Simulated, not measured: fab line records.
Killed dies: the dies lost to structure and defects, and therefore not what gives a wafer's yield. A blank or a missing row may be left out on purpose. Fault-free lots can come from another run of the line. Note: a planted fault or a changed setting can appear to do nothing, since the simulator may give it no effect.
Which of the tools did it? ; flow n5Finfet ; 36 wafers from 12 lots sampled at 5 of the route's 1938 steps

== WHAT THE GAUGES SHOWED, per wafer ==
N5_BEOL_M14_CD_MEAS_17 targets a cd of 250 nm.
lot;measured;on;cdNm (nm)
L584;day 12 21:59;cdSem-03;253.7 252.6 253.2
L585;day 14 05:56;cdSem-02;249.8 251.1 249.0
L586;day 14 16:28;cdSem-03;248.3 251.0 250.8
L587;day 14 17:02;cdSem-02;249.3 249.2 249.8
L588;day 15 16:05;cdSem-03;249.5 252.4 251.1
L590;day 16 01:38;cdSem-02;251.8 252.5 253.1
L589;day 16 22:49;cdSem-02;254.4 254.9 255.6
L595;day 17 19:37;cdSem-01;250.9 251.7 252.0
L598;day 17 20:04;cdSem-01;253.8 252.5 253.4
L601;day 17 23:10;cdSem-02;250.9 252.0 250.4
L603;day 18 18:05;cdSem-01;249.6 252.1 250.7
L605;day 19 23:42;cdSem-01;252.7 250.3 249.9

N5_BEOL_M14_CD_MEAS_28 targets a cd of 284.4 nm.
lot;measured;on;cdNm (nm)
L584;day 12 22:19;cdSem-01;284.0 282.5 282.6
L585;day 14 06:23;cdSem-02;284.7 285.2 283.9
L586;day 14 17:30;cdSem-02;284.2 284.5 286.5
L587;day 14 17:32;cdSem-01;285.3 284.2 283.4
L588;day 15 16:25;cdSem-01;283.1 285.5 285.4
L590;day 16 01:58;cdSem-01;285.5 284.5 285.4
L589;day 16 23:08;cdSem-02;284.1 285.1 285.1
L595;day 17 20:04;cdSem-03;283.7 284.6 286.0
L598;day 17 20:31;cdSem-02;284.5 284.5 283.5
L601;day 17 23:31;cdSem-02;286.1 286.4 287.5
L603;day 18 18:25;cdSem-02;283.6 283.5 284.7
L605;day 20 00:09;cdSem-03;284.8 287.0 284.5

N5_BEOL_M14_OVL_MEAS_29.
lot;measured;on;M14_OVL (nm)
L584;day 12 22:20;overlay-01;-7 -4 0
L585;day 14 06:25;overlay-02;3 3 2
L586;day 14 17:31;overlay-02;6 -1 -3
L587;day 14 17:34;overlay-01;2 1 -2
L588;day 15 16:26;overlay-01;7 2 -6
L590;day 16 02:00;overlay-02;-3 -6 5
L589;day 16 23:10;overlay-01;-1 8 1
L595;day 17 20:05;overlay-01;1 2 3
L598;day 17 20:33;overlay-01;27 32 28
L601;day 17 23:33;overlay-02;30 31 28
L603;day 18 18:27;overlay-01;5 10 3
L605;day 20 00:11;overlay-02;-4 4 -1

N5_BEOL_M14_OCD_MEAS_35.
lot;measured;on;trenchDepthNm (nm)
L584;day 12 23:22;ocd-02;559 559 558
L585;day 14 07:05;ocd-02;564 552 553
L586;day 14 18:11;ocd-01;557 568 559
L587;day 14 18:14;ocd-02;567 558 569
L588;day 15 17:26;ocd-01;553 555 566
L590;day 16 02:40;ocd-02;576 562 578
L589;day 17 00:00;ocd-02;578 572 574
L595;day 17 20:46;ocd-01;544 548 546
L598;day 17 21:14;ocd-02;572 560 571
L601;day 18 00:28;ocd-01;550 552 567
L603;day 18 19:07;ocd-01;573 578 559
L605;day 20 00:52;ocd-01;549 550 567

== WHAT TOOL EACH LOT RAN ON (gives the tool, then ch and the chambers of the sampled wafers, and finally the start) ==
lot;N5_BEOL_M14_EXPOSE_25
L584;krfScanner-01 ch 0, day 12 22:08
L585;krfScanner-01 ch 0, day 14 06:13
L586;krfScanner-01 ch 0, day 14 17:20
L587;krfScanner-01 ch 0, day 14 17:22
L588;krfScanner-02 ch 0, day 15 16:14
L590;krfScanner-02 ch 0, day 16 01:49
L589;krfScanner-02 ch 0, day 16 22:58
L595;krfScanner-01 ch 0, day 17 19:54
L598;krfScanner-02 ch 0, day 17 20:21
L601;krfScanner-02 ch 0, day 17 23:21
L603;krfScanner-01 ch 0, day 18 18:15
L605;krfScanner-01 ch 0, day 19 23:59
- N5_BEOL_M14_EXPOSE_25: exposes mask M14, target cd 280 nm.

== AS READ BY THE TOOLS THEMSELVES (means over the sampled wafers that have a number; for cases with no such wafer, the mark the record gives instead) ==
N5_BEOL_M14_EXPOSE_25.
lot;tool;reticleTempC (C)
L584;krfScanner-01;23.15
L585;krfScanner-01;23.06
L586;krfScanner-01;23.05
L587;krfScanner-01;22.96
L588;krfScanner-02;23.05
L590;krfScanner-02;22.97
L589;krfScanner-02;22.93
L595;krfScanner-01;22.94
L598;krfScanner-02;22.96
L601;krfScanner-02;22.99
L603;krfScanner-01;23.02
L605;krfScanner-01;23.03

== THE ANSWER, worked out from the rows above alone ==
Rule: the lots themselves supply what counts as usual. Put in order of their means at a reading, lots are off if they are a third of the lots or fewer, leave a main group of 4 or more, and stand apart from it by a gap of 3 or more times the standard deviation of the main group's means; of several such gaps the widest counts. A main group is skipped when, at the precision printed for the reading in the tables above, its means are all equal. Also off: a lot with no number at a reading for which 4 or more lots have one. Where the step has rows for the other lots, those lots are counted as sound. Order of review: gauges by route order, followed by the tools' own readings, for which a lot's mean as printed above is used. At the first step where some lot is off, the reading lying furthest off is the one used; lots without a number count as furthest.
Off: at N5_BEOL_M14_OVL_MEAS_29 (M14_OVL), L598, L601. The main group has a mean of 1 nm with a standard deviation of 2.5.
If a tool, at a process step before that reading, ran all the lots that are off and no sound lot after the first of them, it fits. The gauges at N5_BEOL_M14_OVL_MEAS_29 are tried like those tools. One fits: N5_BEOL_M14_EXPOSE_25 on krfScanner-02. A fault onset in the window from L589 (day 16 22:58, its last sound lot) to L598 (day 17 20:21, its first lot off) fits.

== WHAT THE SIMULATOR HAD PUT IN ==
Scanner matching overlay: krfScanner-02, from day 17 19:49 on, at N5_BEOL_M14_EXPOSE_25. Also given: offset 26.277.
Lots struck among those shown: L598, L601. This agrees with what the rule above found.
